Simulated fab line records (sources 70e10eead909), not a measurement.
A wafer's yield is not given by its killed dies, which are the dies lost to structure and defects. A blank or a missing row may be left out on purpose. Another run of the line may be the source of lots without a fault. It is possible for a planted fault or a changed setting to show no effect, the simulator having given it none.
fab line records -- flow nand-harc -- part 1 of 2: steps 1 to 28 of 38
[record] lots = 5, wafers = 15, last-day = 30
route steps=1302 shown P_M0@278 P_M1@285
lots that met no fault: from a run of the same line without faults
start-h: start of the lot's first displayed wafer, in hours after the record's first day -- wait-h: hours since the lot's step before -- " identical to the entry in the row above -- L1.1+2: one row covering several wafers at once -- - value missing, or start not given -- * or withheld: withheld -- < > ~ a bound
route shown NAME@n: names a module that has steps shown in the file, with the first one's number in the route -- usual: mean/standard deviation taken from wafers without a fault -- same: alike in all rows -- chamber/n: place in a boat -- sites: each site's reading -- _std_site: their standard deviation -- _edge_site: outer sites' mean less inner sites' -- radius-mm: how far each site lies from the wafer's centre -- mask NAME#n: copy n -- behind: the most recent tool/chamber to have shaped the wafer -- hold: why the lot was held/for how many hours/how that ended -- device: the n, p or np transistor that did not switch -- end of line: tests of these same wafers at the route's end -- a step given without rows: its recipe and nothing more -- killed: dies that structure and defects cost at the first sort, which is not the same as the wafer's yield -- map: per-die view of a wafer (x killed, . not killed, _ where there is no die)
set.NAME: the setting as run; set.NAME@STEP: as run at that earlier step -- model.NAME: the simulator's own value behind a step, which no gauge read
lots at some steps of the route; a table a step, a row a wafer
services: when a tool's chamber went out of use (start-h, in hours from the record's first day, below 0 if earlier), for how many hours, and the reason
[[steps]]
[step NHARC_P_M0_CMP_23]
[recipe] t-overpolish-s = 20, target-thk-nm = 117.54
[usual] motor-current-A = 11.6/1.1, retaining-ring-pressure-frac = 1.000/0.0052, time-to-endpoint-s = 28.3/2.4
lot.wafer,tool,chamber,start-h,wait-h,motor-current-A,retaining-ring-pressure-frac,time-to-endpoint-s
L074.3,cmp-03,2,133.08,-,12.3,0.998,28.4
L074.2,cmp-03,3,133.08,-,9.4,0.997,28.4
L074.4,cmp-03,0,133.08,-,13.7,1.004,26.9
L076.2,cmp-04,0,148.11,-,11.6,1.001,26.0
L076.6,cmp-04,3,148.11,-,11.9,1.006,27.8
L076.5,cmp-04,0,148.11,-,11.2,1.000,26.0
L079.1,cmp-04,0,178.10,-,11.9,1.012,29.2
L079.2,cmp-04,1,178.10,-,12.3,0.997,27.4
L079.5,cmp-04,0,178.10,-,11.6,1.000,30.3
L087.1,cmp-03,2,251.70,-,12.5,0.990,31.0
L087.2,cmp-03,1,251.70,-,11.5,1.003,29.8
L087.6,cmp-03,3,251.70,-,10.3,0.995,33.3
L091.1,cmp-04,0,294.18,-,11.5,1.003,27.4
L091.5,cmp-04,3,294.18,-,11.6,1.003,29.2
L091.6,cmp-04,0,294.18,-,11.7,1.005,27.8
[step NHARC_P_M0_THK_MEAS_24]
[recipe] thk-meas-gauge = xrf
[usual] thk-nm = 117.4/1.5
lot.wafer,tool,chamber,start-h,wait-h,thk-nm
L074.2,film-metro-01,-,133.36,-,115.4
L074.3,film-metro-01,-,133.36,-,118.4
L074.4,film-metro-01,-,133.36,-,116.0
L076.2,film-metro-02,-,148.40,-,119.4
L076.5,film-metro-02,-,148.40,-,119.5
L076.6,film-metro-02,-,148.40,-,117.2
L079.1,film-metro-01,-,178.41,-,116.3
L079.2,film-metro-01,-,178.41,-,116.2
L079.5,film-metro-01,-,178.41,-,115.7
L087.1,film-metro-01,-,252.02,-,120.0
L087.2,film-metro-01,-,252.02,-,117.8
L087.6,film-metro-01,-,252.02,-,118.9
L091.1,film-metro-01,-,294.46,-,117.2
L091.5,film-metro-01,-,294.46,-,118.8
L091.6,film-metro-01,-,294.46,-,117.7
[step NHARC_P_M0_SRD_25]
lot.wafer,tool,chamber,start-h,wait-h
L074.4+3+2,wet-bench-10,"0,3,5",133.40,0.0
L076.5+2+6,wet-bench-08,"6,7,1",148.46,0.1
L079.2+1+5,wet-bench-10,"4,6,7",178.46,0.0
L087.6+2+1,wet-bench-08,"4,5,6",252.07,0.0
L091.5+1+6,wet-bench-10,"6,7,0",294.50,0.0
[step NHARC_P_M0_INSPECT_27]
[usual] raw-defect-count = 309/130
lot.wafer,tool,chamber,start-h,wait-h,raw-defect-count
L074.2,defect-inspect-01,-,133.52,0.0,526
L074.3,defect-inspect-01,-,133.52,0.0,227
L074.4,defect-inspect-01,-,133.52,0.0,297
L076.2,defect-inspect-01,-,148.59,0.0,425
L076.5,defect-inspect-01,-,148.59,0.0,428
L076.6,defect-inspect-01,-,148.59,0.0,436
L079.1,defect-inspect-01,-,178.57,0.0,168
L079.2,defect-inspect-01,-,178.57,0.0,151
L079.5,defect-inspect-01,-,178.57,0.0,152
L087.1,defect-inspect-02,-,252.18,0.0,302
L087.2,defect-inspect-02,-,252.18,0.0,253
L087.6,defect-inspect-02,-,252.18,0.0,215
L091.1,defect-inspect-02,-,294.61,0.0,244
L091.5,defect-inspect-02,-,294.61,0.0,313
L091.6,defect-inspect-02,-,294.61,0.0,328
[step NHARC_P_M0_PRE_CLEAN_31]
[recipe] time-s = 12, temp-c = 370, rf-power-w = 300, gas = NH3
[usual] heater-power-w = 656/74
[same] time-s = 12
lot.wafer,tool,chamber,start-h,wait-h,heater-power-w
L074.2,pecvd-04,2,133.59,0.1,711
L074.3,pecvd-04,0,133.59,0.1,695
L074.4,pecvd-04,0,133.59,0.1,699
L076.2,pecvd-01,1,148.68,0.1,677
L076.5,pecvd-01,2,148.68,0.1,609
L076.6,pecvd-01,1,148.68,0.1,665
L079.2,pecvd-01,0,178.64,0.1,775
L079.1,pecvd-01,2,178.64,0.1,689
L079.5,pecvd-01,1,178.64,0.1,699
L087.1,pecvd-02,0,252.25,0.1,664
L087.2,pecvd-02,1,252.25,0.1,571
L087.6,pecvd-02,2,252.25,0.1,494
L091.1,pecvd-04,2,294.71,0.1,674
L091.6,pecvd-04,0,294.71,0.1,629
L091.5,pecvd-04,2,294.71,0.1,672
[step NHARC_P_M0_DEP_32]
[recipe] target-thk-a = 300, temp-c = 370, target-thk-nm = 30, pressure-torr = 3, flow-sccm = 200, rf-w = 450, material = SiCN
[usual] heater-power-w = 608/75
lot.wafer,tool,chamber,start-h,wait-h,heater-power-w
L074.2,pecvd-04,2,133.67,0.1,596
L074.3,pecvd-04,0,133.67,0.1,556
L074.4,pecvd-04,0,133.67,0.1,562
L076.2,pecvd-01,1,148.84,0.1,595
L076.5,pecvd-01,2,148.84,0.1,582
L076.6,pecvd-01,1,148.84,0.1,603
L079.2,pecvd-01,0,178.72,0.1,703
L079.1,pecvd-01,2,178.72,0.1,557
L079.5,pecvd-01,1,178.72,0.1,658
L087.1,pecvd-02,0,252.33,0.1,545
L087.2,pecvd-02,1,252.33,0.1,522
L087.6,pecvd-02,2,252.33,0.1,482
L091.1,pecvd-04,2,294.85,0.1,675
L091.6,pecvd-04,0,294.85,0.1,635
L091.5,pecvd-04,2,294.85,0.1,679
[step NHARC_P_M1_DEP_00]
[recipe] target-thk-a = 1825, target-thk-nm = 182.5, temp-c = withheld, pressure-torr = 5, flow-sccm = 200, rf-w = 600, material = SiOC
lot.wafer,tool,chamber,start-h,wait-h
L074.2+3+4,pecvd-02,"2,1,1",134.08,-
L076.2+6+5,pecvd-02,"1,1,0",149.32,0.4
L079.2+1+5,pecvd-02,"0,2,2",179.13,-
L087.2+1+6,pecvd-01,"1,0,2",252.74,-
L091.1+5+6,pecvd-02,"1,1,0",295.18,-
[step NHARC_P_M1_DEHYDRATE_01]
[recipe] temp-c = 150, time-s = 120
[same] time-s = 120
lot.wafer,tool,chamber,start-h,wait-h
L074.2+3+4,litho-track-01,0,134.49,-
L076.2+5+6,litho-track-01,0,149.73,-
L079.1+2+5,litho-track-01,0,179.53,-
L087.1+2+6,litho-track-04,0,253.15,-
L091.1+5+6,litho-track-01,0,295.58,-
[step NHARC_P_M1_HMDS_02]
[recipe] time-s = 30
[same] time-s = 30
lot.wafer,tool,chamber,start-h,wait-h
L074.2+3+4,litho-track-01,0,-,-
L076.2+5+6,litho-track-01,0,-,-
L079.1+2+5,litho-track-01,0,-,-
L087.1+2+6,litho-track-04,0,-,-
L091.1+5+6,litho-track-01,0,-,-
[step NHARC_P_M1_COAT_34]
[recipe] temp-c = 200, time-s = 65
[same] time-s = 65
lot.wafer,tool,chamber,start-h,wait-h
L074.2+3+4,litho-track-01,0,-,-
L076.2+5+6,litho-track-01,0,-,-
L079.1+2+5,litho-track-01,0,-,-
L087.1+2+6,litho-track-04,0,-,-
L091.1+5+6,litho-track-01,0,-,-
[step NHARC_P_M1_COAT_03]
[recipe] spin-rpm = 1500, resist-thk-nm = 90
lot.wafer,tool,chamber,start-h,wait-h
L074.2+3+4,litho-track-01,0,-,-
L076.2+5+6,litho-track-01,0,-,-
L079.1+2+5,litho-track-01,0,-,-
L087.1+2+6,litho-track-04,0,-,-
L091.1+5+6,litho-track-01,0,-,-
[step NHARC_P_M1_SOFTBAKE_04]
[recipe] temp-c = 105, time-s = 55
[same] time-s = 55
lot.wafer,tool,chamber,start-h,wait-h
L074.2+3+4,litho-track-01,0,-,-
L076.2+5+6,litho-track-01,0,-,-
L079.1+2+5,litho-track-01,0,-,-
L087.1+2+6,litho-track-04,0,-,-
L091.1+5+6,litho-track-01,0,-,-
[step NHARC_P_M1_EBR_05]
lot.wafer,tool,chamber,start-h,wait-h
L074.2+3+4,litho-track-01,0,-,-
L076.2+5+6,litho-track-01,0,-,-
L079.1+2+5,litho-track-01,0,-,-
L087.1+2+6,litho-track-04,0,-,-
L091.1+5+6,litho-track-01,0,-,-
[step NHARC_P_M1_EXPOSE_06]
[recipe] na = 1.35, target-cd-nm = 130, dose-mj = 81.88, mask-id = P_M1
[same] na = 1.35
lot.wafer,tool,chamber,start-h,wait-h,mask
L074.2+3+4,arfi-scanner-03,0,134.78,-,P_M1#0
L076.2+5+6,arfi-scanner-01,0,150.02,-,P_M1#0
L079.1+2+5,arfi-scanner-01,0,179.82,-,P_M1#0
L087.1+2+6,arfi-scanner-02,0,253.44,-,P_M1#0
L091.1+5+6,arfi-scanner-02,0,295.75,-,P_M1#0
[step NHARC_P_M1_PEB_07]
[recipe] peb-temp-c = 100, peb-time-s = 65
lot.wafer,tool,chamber,start-h,wait-h
L074.2+3+4,litho-track-04,0,134.84,0.1
L076.2+5+6,litho-track-01,0,150.07,0.1
L079.1+2+5,litho-track-04,0,179.88,0.1
L087.1+2+6,litho-track-06,0,253.50,0.1
L091.1+5+6,litho-track-04,0,295.81,0.1
[step NHARC_P_M1_DEVELOP_08]
[recipe] develop-time-s = 35, dev-temp-c = 23
lot.wafer,tool,chamber,start-h,wait-h
L074.2+3+4,litho-track-04,0,-,-
L076.2+5+6,litho-track-01,0,-,-
L079.1+2+5,litho-track-04,0,-,-
L087.1+2+6,litho-track-06,0,-,-
L091.1+5+6,litho-track-04,0,-,-
[step NHARC_P_M1_CD_MEAS_09]
[recipe] target-cd-nm = 130, landing-energy-ev = 500
[usual] cd-nm = 130.4/0.57
lot.wafer,tool,chamber,start-h,wait-h,cd-nm
L074.2,cd-sem-03,0,134.92,-,130.4
L074.3,cd-sem-03,0,134.92,-,130.1
L074.4,cd-sem-03,0,134.92,-,129.6
L076.2,cd-sem-02,0,150.16,-,130.1
L076.5,cd-sem-02,0,150.16,-,129.9
L076.6,cd-sem-02,0,150.16,-,130.4
L079.1,cd-sem-03,0,179.96,-,128.9
L079.2,cd-sem-03,0,179.96,-,130.4
L079.5,cd-sem-03,0,179.96,-,129.5
L087.1,cd-sem-02,0,253.58,-,130.7
L087.2,cd-sem-02,0,253.58,-,130.4
L087.6,cd-sem-02,0,253.58,-,130.7
L091.1,cd-sem-02,0,295.89,-,130.1
L091.5,cd-sem-02,0,295.89,-,129.7
L091.6,cd-sem-02,0,295.89,-,129.8
[step NHARC_P_M1_OVL_MEAS_10]
[recipe] pitch-nm = 260
[usual] overlay-x-nm = -0.1/1.1, overlay-y-nm = 0.3/0.77
lot.wafer,tool,chamber,start-h,wait-h,overlay-x-nm,overlay-y-nm
L074.2,overlay-02,-,135.01,-,-0.4,0.8
L074.3,overlay-02,-,135.01,-,-1.2,0.8
L074.4,overlay-02,-,135.01,-,-1.0,0.7
L076.2,overlay-01,-,150.24,-,0.4,-0.1
L076.5,overlay-01,-,150.24,-,0.2,0.2
L076.6,overlay-01,-,150.24,-,-0.3,-0.5
L079.1,overlay-01,-,180.05,-,-3.5,-1.6
L079.2,overlay-01,-,180.05,-,-3.1,-1.5
L079.5,overlay-01,-,180.05,-,-3.0,-1.0
L087.1,overlay-02,-,253.66,-,-0.1,-0.2
L087.2,overlay-02,-,253.66,-,-0.1,-0.9
L087.6,overlay-02,-,253.66,-,-0.2,-0.4
L091.1,overlay-01,-,295.97,-,1.0,1.3
L091.5,overlay-01,-,295.97,-,0.9,1.1
L091.6,overlay-01,-,295.97,-,0.6,1.1
[step NHARC_P_M1_INSPECT_11]
[usual] raw-defect-count = 4.3/2.4
lot.wafer,tool,chamber,start-h,wait-h,raw-defect-count
L074.2,defect-inspect-01,-,135.04,0.0,4
L074.3,defect-inspect-01,-,135.04,0.0,9
L074.4,defect-inspect-01,-,135.04,0.0,5
L076.2,defect-inspect-02,-,150.28,0.0,2
L076.5,defect-inspect-02,-,150.28,0.0,3
L076.6,defect-inspect-02,-,150.28,0.0,2
L079.1,defect-inspect-01,-,180.09,0.0,3
L079.2,defect-inspect-01,-,180.09,0.0,2
L079.5,defect-inspect-01,-,180.09,0.0,2
L087.1,defect-inspect-01,-,253.70,0.0,6
L087.2,defect-inspect-01,-,253.70,0.0,5
L087.6,defect-inspect-01,-,253.70,0.0,11
L091.1,defect-inspect-01,-,296.01,0.0,2
L091.5,defect-inspect-01,-,296.01,0.0,5
L091.6,defect-inspect-01,-,296.01,0.0,3
[step NHARC_P_M1_DESCUM_14]
[recipe] time-s = 3, o2-flow-sccm = 200, ar-flow-sccm = 0, bias-power-w = 0, chemistry = O2
[usual] drypump-motor-current-A = 5.6/0.36, oes-product-au = 0.999/0.0089, rf-vpp-V = 57.7/0.86, showerhead-plenum-p-Torr = 1.90/0.087, throttle-valve-pct = 11.311/0.0091
[same] time-s = 3
lot.wafer,tool,chamber,start-h,wait-h,drypump-motor-current-A,oes-product-au,rf-hours-counter-h,rf-vpp-V,showerhead-plenum-p-Torr,throttle-valve-pct
L074.3,rie-diel-09,0,135.10,0.1,6.3,0.996,13,57.7,1.93,11.309
L074.4,rie-diel-09,1,135.10,0.1,5.2,1.002,13,58.6,1.81,11.307
L074.2,rie-diel-09,2,135.10,0.1,5.7,0.989,13,58.9,2.03,11.305
L076.2,rie-diel-03,2,150.34,0.1,5.8,1.009,3,56.9,1.98,11.305
L076.5,rie-diel-03,2,150.34,0.1,5.8,1.029,-,58.5,1.97,11.308
L076.6,rie-diel-03,3,150.34,0.1,5.7,1.017,-,57.7,1.87,11.305
L079.2,rie-diel-03,0,180.15,0.1,5.2,0.990,5,58.1,1.89,11.308
L079.1,rie-diel-03,1,180.15,0.1,5.9,1.009,5,56.5,1.79,11.324
L079.5,rie-diel-03,0,180.15,0.1,5.2,0.990,-,56.9,1.90,11.311
L087.1,rie-diel-09,1,253.76,0.1,5.2,0.999,11,57.9,1.81,11.313
L087.2,rie-diel-09,2,253.76,0.1,5.7,1.006,9,59.1,2.02,11.308
L087.6,rie-diel-09,2,253.76,0.1,5.7,1.008,-,58.3,2.02,11.313
L091.1,rie-diel-03,1,296.09,0.1,5.9,0.996,0,57.3,1.79,11.315
L091.5,rie-diel-03,3,296.09,0.1,5.8,0.999,-,57.5,1.87,11.317
L091.6,rie-diel-03,0,296.09,0.1,5.2,0.984,-,57.0,1.89,11.307
[step NHARC_P_M1_ETCH_35]
[recipe] target-depth-a = 400, overetch-a = 120, time-s = 43.94, ion-energy-ev = 200, n2-flow-sccm = 150, h2-flow-sccm = 150, ar-flow-sccm = 0, rf-w = 400, bias-w = 150, chemistry = N2/H2
[usual] drypump-motor-current-A = 5.6/0.36, oes-product-au = 0.999/0.0097, rf-vpp-V = 430.0/2.9, showerhead-plenum-p-Torr = 2.02/0.097, throttle-valve-pct = 14.171/0.0095
[same] time-s = 43.94
lot.wafer,tool,chamber,start-h,wait-h,drypump-motor-current-A,oes-product-au,rf-hours-counter-h,rf-vpp-V,showerhead-plenum-p-Torr,throttle-valve-pct
L074.4,rie-diel-09,3,135.19,0.1,5.5,0.998,13,425.6,1.89,14.179
L074.3,rie-diel-09,0,135.19,0.1,6.3,0.985,13,430.4,2.06,14.166
L074.2,rie-diel-09,1,135.19,0.1,5.2,0.998,13,427.0,1.93,14.160
L076.2,rie-diel-03,1,150.44,0.1,5.8,1.023,3,426.4,1.91,14.156
L076.5,rie-diel-03,2,150.44,0.1,5.8,1.014,-,431.6,2.11,14.160
L076.6,rie-diel-03,3,150.44,0.1,5.7,1.014,-,428.8,2.00,14.188
L079.2,rie-diel-03,0,180.24,0.1,5.2,0.998,5,430.0,2.02,14.164
L079.1,rie-diel-03,1,180.24,0.1,5.8,0.994,5,426.3,1.91,14.180
L079.5,rie-diel-03,2,180.24,0.1,5.8,1.003,-,431.7,2.11,14.183
L087.1,rie-diel-09,1,253.85,0.1,5.2,0.991,11,427.1,1.92,14.165
L087.2,rie-diel-09,2,253.85,0.1,5.7,1.008,9,434.4,2.16,14.161
L087.6,rie-diel-09,1,253.85,0.1,5.2,0.989,-,426.6,1.92,14.171
L091.1,rie-diel-03,1,296.16,0.1,5.9,0.993,0,427.7,1.90,14.186
L091.6,rie-diel-03,0,296.16,0.1,5.2,0.996,-,428.7,2.02,14.177
L091.5,rie-diel-03,1,296.16,0.1,5.9,0.994,-,426.3,1.90,14.178
[step NHARC_P_M1_ETCH_15]
[recipe] target-depth-a = 1825, time-s = 91.2, c4f8-flow-sccm = withheld, ar-flow-sccm = 400, rf-w = 600, bias-w = 300, chemistry = C4F8/Ar
[usual] oes-product-au = 0.957/0.02, rf-vpp-V = 440.3/2.8
[same] time-s = 91.2
lot.wafer,tool,chamber,start-h,wait-h,oes-product-au,rf-hours-counter-h,rf-vpp-V
L074.2,rie-diel-09,1,-,-,0.962,13,438.3
L074.3,rie-diel-09,2,-,-,0.975,13,444.2
L074.4,rie-diel-09,3,-,-,0.964,13,436.5
L076.2,rie-diel-03,3,-,-,0.974,3,440.5
L076.6,rie-diel-03,3,-,-,0.958,-,440.0
L076.5,rie-diel-03,0,-,-,0.983,-,440.0
L079.1,rie-diel-03,3,-,-,0.991,5,439.6
L079.2,rie-diel-03,0,-,-,0.953,5,441.0
L079.5,rie-diel-03,1,-,-,0.964,-,436.5
L087.1,rie-diel-09,3,-,-,0.931,10,438.3
L087.2,rie-diel-09,0,-,-,0.907,10,440.2
L087.6,rie-diel-09,3,-,-,0.925,-,435.5
L091.1,rie-diel-03,0,-,-,0.961,0,439.4
L091.6,rie-diel-03,3,-,-,0.964,-,438.3
L091.5,rie-diel-03,0,-,-,0.955,-,441.0
[step NHARC_P_M1_CD_MEAS_16]
[usual] cd-nm = 130.4/0.73
lot.wafer,tool,chamber,start-h,wait-h,cd-nm
L074.2,cd-sem-01,-,135.41,-,129.7
L074.3,cd-sem-01,-,135.41,-,130.4
L074.4,cd-sem-01,-,135.41,-,130.1
L076.2,cd-sem-03,-,150.64,-,130.0
L076.5,cd-sem-03,-,150.64,-,129.6
L076.6,cd-sem-03,-,150.64,-,130.4
L079.1,cd-sem-01,-,180.45,-,130.6
L079.2,cd-sem-01,-,180.45,-,130.8
L079.5,cd-sem-01,-,180.45,-,129.5
L087.1,cd-sem-03,-,254.07,-,130.9
L087.2,cd-sem-03,-,254.07,-,131.8
L087.6,cd-sem-03,-,254.07,-,130.3
L091.1,cd-sem-03,-,296.37,-,130.8
L091.5,cd-sem-03,-,296.37,-,130.7
L091.6,cd-sem-03,-,296.37,-,129.9
[step NHARC_P_M1_STRIP_18]
[recipe] power-w = 1000, n2-flow-sccm = 150, h2-flow-sccm = 150, ar-flow-sccm = 0, bias-w = 0, chemistry = N2/H2
[usual] drypump-motor-current-A = 5.6/0.37, oes-product-au = 0.999/0.01, rf-vpp-V = 90.5/0.98, showerhead-plenum-p-Torr = 2.03/0.096, throttle-valve-pct = 14.171/0.0092
lot.wafer,tool,chamber,start-h,wait-h,drypump-motor-current-A,oes-product-au,rf-hours-counter-h,rf-vpp-V,showerhead-plenum-p-Torr,throttle-valve-pct
L074.2,rie-diel-07,2,135.48,0.1,5.2,0.994,1,91.4,2.15,14.156
L074.3,rie-diel-07,0,135.48,0.1,6.2,1.001,1,92.5,2.20,14.155
L074.4,rie-diel-07,1,135.48,0.1,5.0,0.996,1,91.4,2.12,14.166
L076.2,rie-diel-03,1,150.74,0.1,5.9,1.006,3,88.9,1.91,14.175
L076.5,rie-diel-03,0,150.74,0.1,5.2,0.990,-,91.4,2.02,14.173
L076.6,rie-diel-03,1,150.74,0.1,5.9,1.001,-,89.5,1.91,14.178
L079.1,rie-diel-03,0,180.52,0.1,5.2,0.996,5,89.6,2.02,14.178
L079.2,rie-diel-03,3,180.52,0.1,5.7,1.010,5,90.0,1.99,14.176
L079.5,rie-diel-03,1,180.52,0.1,5.9,1.007,-,88.8,1.91,14.162
L087.2,rie-diel-09,0,254.19,0.1,6.3,0.970,10,91.3,2.06,14.185
L087.1,rie-diel-09,1,254.19,0.1,5.2,1.001,11,90.8,1.92,14.171
L087.6,rie-diel-09,3,254.19,0.1,5.5,0.988,-,89.1,1.89,14.168
L091.1,rie-diel-09,3,296.45,0.1,5.5,0.997,15,89.4,1.89,14.180
L091.6,rie-diel-09,3,296.45,0.1,5.5,0.989,-,89.6,1.89,14.176
L091.5,rie-diel-09,0,296.45,0.1,6.3,0.996,-,90.2,2.06,14.159
[step NHARC_P_M1_ETCH_28]
[recipe] target-depth-a = 300, over-etch-frac = 0.3, time-s = 72.99, ion-energy-ev = 150, cf4-flow-sccm = 50, n2-flow-sccm = 100, ar-flow-sccm = 150, rf-w = 300, bias-w = 100, chemistry = CF4/N2
[usual] drypump-motor-current-A = 5.6/0.37, oes-product-au = 1.000/0.0098, rf-vpp-V = 313.7/2.1, showerhead-plenum-p-Torr = 2.61/0.12, throttle-valve-pct = 19.795/0.009
[same] time-s = 72.99
lot.wafer,tool,chamber,start-h,wait-h,drypump-motor-current-A,oes-product-au,rf-hours-counter-h,rf-vpp-V,showerhead-plenum-p-Torr,throttle-valve-pct
L074.4,rie-diel-07,0,-,-,6.2,1.008,1,318.3,2.81,19.791
L074.2,rie-diel-07,1,-,-,5.0,0.996,1,314.8,2.72,19.785
L074.3,rie-diel-07,2,-,-,5.3,1.001,1,316.2,2.75,19.804
L076.2,rie-diel-03,0,-,-,5.2,0.988,3,312.3,2.60,19.798
L076.5,rie-diel-03,0,-,-,5.2,0.992,-,314.0,2.60,19.783
L076.6,rie-diel-03,1,-,-,5.9,1.003,-,310.9,2.47,19.804
L079.1,rie-diel-03,2,-,-,5.8,0.996,5,314.3,2.71,19.786
L079.2,rie-diel-03,0,-,-,5.2,0.991,5,314.2,2.60,19.806
L079.5,rie-diel-03,3,-,-,5.7,1.003,-,312.5,2.57,19.791
L087.1,rie-diel-09,3,-,-,5.5,0.998,10,310.5,2.44,19.804
L087.2,rie-diel-09,0,-,-,6.3,0.983,10,313.9,2.65,19.794
L087.6,rie-diel-09,2,-,-,5.7,1.006,-,315.7,2.77,19.794
L091.1,rie-diel-09,2,-,-,5.7,0.992,14,316.0,2.77,19.794
L091.5,rie-diel-09,1,-,-,5.3,0.998,-,312.6,2.49,19.816
L091.6,rie-diel-09,2,-,-,5.7,1.000,-,316.8,2.77,19.798
[step NHARC_P_M1_STRIP_19]
[recipe] time-s = 600, temp-c = 30, chemistry = post-etch-residue-remover
[same] time-s = 600
lot.wafer,tool,chamber,start-h,wait-h
L074.4+3+2,wet-bench-08,"2,4,5",135.85,-
L076.2+5+6,wet-bench-08,"7,0,3",151.09,-
L079.2+1+5,wet-bench-08,"2,3,6",180.90,-
L087.6+2+1,wet-bench-10,"0,4,5",254.51,-
L091.5+1+6,wet-bench-10,"6,0,1",296.82,-
[step NHARC_P_M1_DEGAS_29]
[recipe] temp-c = 250, time-s = 60
[usual] heater-power-w = 333/29
[same] time-s = 60
lot.wafer,tool,chamber,start-h,wait-h,heater-power-w
L074.3,pvd-sputter-01,-,136.12,-,291
L074.4,pvd-sputter-01,-,136.12,-,356
L074.2,pvd-sputter-01,-,136.12,-,314
L076.2,pvd-sputter-01,-,151.41,-,305
L076.5,pvd-sputter-01,-,151.41,-,353
L076.6,pvd-sputter-01,-,151.41,-,306
L079.2,pvd-sputter-01,-,181.16,-,359
L079.1,pvd-sputter-01,-,181.16,-,359
L079.5,pvd-sputter-01,-,181.16,-,309
L087.2,pvd-sputter-02,-,254.79,-,358
L087.1,pvd-sputter-02,-,254.79,-,354
L087.6,pvd-sputter-02,-,254.79,-,318
L091.1,pvd-sputter-02,-,297.10,-,352
L091.6,pvd-sputter-02,-,297.10,-,312
L091.5,pvd-sputter-02,-,297.10,-,336
[step NHARC_P_M1_PRE_CLEAN_30]
[recipe] time-s = 30, temp-c = 280, gas = H2/He
[usual] heater-power-w = 408/37
[same] time-s = 30
lot.wafer,tool,chamber,start-h,wait-h,heater-power-w
L074.2,pvd-sputter-01,-,-,-,372
L074.4,pvd-sputter-01,-,-,-,355
L074.3,pvd-sputter-01,-,-,-,440
L076.2,pvd-sputter-01,-,-,-,355
L076.6,pvd-sputter-01,-,-,-,455
L076.5,pvd-sputter-01,-,-,-,449
L079.1,pvd-sputter-01,-,-,-,368
L079.2,pvd-sputter-01,-,-,-,357
L079.5,pvd-sputter-01,-,-,-,376
L087.2,pvd-sputter-02,-,-,-,381
L087.1,pvd-sputter-02,-,-,-,442
L087.6,pvd-sputter-02,-,-,-,347
L091.1,pvd-sputter-02,-,-,-,448
L091.5,pvd-sputter-02,-,-,-,364
L091.6,pvd-sputter-02,-,-,-,391
